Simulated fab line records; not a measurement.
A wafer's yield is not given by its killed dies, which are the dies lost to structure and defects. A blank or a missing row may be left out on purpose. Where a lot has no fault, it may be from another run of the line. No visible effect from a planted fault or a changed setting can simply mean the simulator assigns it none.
Struck lot and sound lot, side by side	flow nandHarc	15 steps out of a route of 1302
Sound: these wafers, L563.3, L563.4, L563.5. Wafers L576.2, L576.4, L576.6 were the ones struck. The cause is given at the end.
Order at every step that has rows: each side's tool, ch and its chambers, its first start. Under that, the readings that differ: sound wafers	struck wafers	difference of the means	sigmas: that difference in standard deviations of wafers without a fault.
alike: a reading whose means differ by less than 2 such deviations, as well as words and numbers matching on both sides. not compared: withheld readings; readings where some wafer has no value; bounds like >300 that might hide an equal value; numbers whose values overlap and for which the record gives no deviation.
Wherever a step has rows on one side only, a row that says differs or no value, or a row with sigmas, the two part there. Non-overlapping numbers with no deviation appear without sigmas and do not part them. A reading that every wafer of one side lacks parts them only if that side has two wafers or more.

first, 5 steps without rows for these wafers: NHARC_A_CONTACT_SOFTBAKE_37 (time 55 s); NHARC_A_CONTACT_EBR_38; NHARC_A_CONTACT_EXPOSE_39 (exposes mask A CC 3); NHARC_A_CONTACT_PEB_40 (peb time 65 s); NHARC_A_CONTACT_DEVELOP_41 (develop time 35 s).
NHARC_A_CONTACT_CD_MEAS_42: the cd target is 300 nm.
  sound on cdSem-02 ch 0, day 22 10:07; struck on cdSem-01 ch 0, day 27 23:26
  alike: cdNm
NHARC_A_CONTACT_OVL_MEAS_43:
  sound on overlay-01, day 22 10:12; struck on overlay-02, day 27 23:31
  alike: overlayXNm, overlayYNm
NHARC_A_CONTACT_INSPECT_44:
  sound on defectInspect-02, day 22 10:14; struck on defectInspect-01, day 27 23:34
reading	sound	struck	difference	sigmas
rawDefectCount	17 16 18	129 98 94	+90	+2
NHARC_A_CONTACT_DESCUM_47: chemistry O2, time 3 s.
  sound on rieDiel-10 ch 2,3, day 22 10:18; struck on rieDiel-10 ch 1,2, day 27 23:37
reading	sound	struck	difference	sigmas
oesProductAu (a.u.)	1.011 1.022 1.015	0.999 0.979 0.989	-0.027	-2
  alike: drypumpMotorCurrentA, rfVppV, showerheadPlenumPTorr, throttleValvePct
  not compared: rfHoursCounterH
NHARC_A_CONTACT_ETCH_48: etches the open film in CF4, target depth 39 nm, time 65 s.
  sound on rieDiel-10 ch 0,1,2, day 22 10:23; struck on rieDiel-10 ch 2,3, day 27 23:43
  alike: drypumpMotorCurrentA, oesProductAu, rfVppV, showerheadPlenumPTorr, throttleValvePct
  not compared: rfHoursCounterH
NHARC_A_CONTACT_ETCH_49: etches the open film in N2/H2, target depth 260 nm, time 475.3 s.
  sound on rieDiel-10 ch 1,2,3; struck on rieDiel-10 ch 0,3
  alike: drypumpMotorCurrentA, oesProductAu, rfVppV, showerheadPlenumPTorr, throttleValvePct
  not compared: rfHoursCounterH
NHARC_A_CONTACT_ETCH_50: etches the open film in CF4/CHF3, target depth 121 nm, time 60.5 s.
  sound on rieDiel-10 ch 0,2,3; struck on rieDiel-10 ch 1,2,3
  alike: drypumpMotorCurrentA, oesProductAu, rfVppV, showerheadPlenumPTorr, throttleValvePct
  not compared: rfHoursCounterH
NHARC_A_CONTACT_ETCH_51: etches the open film in O2/COS, target depth 7000 nm, time 1820 s.
  sound on rieDiel-10 ch 0,2, day 22 10:56; struck on rieDiel-10 ch 1,2, day 28 00:14
reading	sound	struck	difference	sigmas
o2FlowSccm (sccm)	399.2 398.9 397.9	318.9 319.2 317.9	-80.0	-62
showerheadPlenumPTorr (Torr)	2.96 2.91 2.91	2.52 2.79 2.52	-0.32	-3
throttleValvePct (%)	28.332 28.337 28.336	25.243 25.267 25.242	-3.084	-99 or more
  alike: drypumpMotorCurrentA, oesProductAu, rfVppV
  not compared: rfHoursCounterH
NHARC_A_CONTACT_ETCH_111: etches the open film in C4F8/O2/Ar, time 140 s, target depth 700 nm.
  sound on harCapEtch-03 ch 0,1, day 22 12:13; struck on harCapEtch-01 ch 0,1, day 28 01:28
  not compared: rfHoursCounterH
-- record jumps: 3 days between struck wafers' starts before vs after; left off in module A_CONTACT, resumes in module END, first step shown is number 1302 of the route --
NHARC_END_SORT_01:
  at this point the record logs the struck wafers (prober-02 ch 0, day 31 02:49) and has no rows for the sound ones

== WHERE THEY PART ==
At NHARC_A_CONTACT_INSPECT_44 first; at NHARC_END_SORT_01 last (within this record only).

WHY: what the simulator had put in
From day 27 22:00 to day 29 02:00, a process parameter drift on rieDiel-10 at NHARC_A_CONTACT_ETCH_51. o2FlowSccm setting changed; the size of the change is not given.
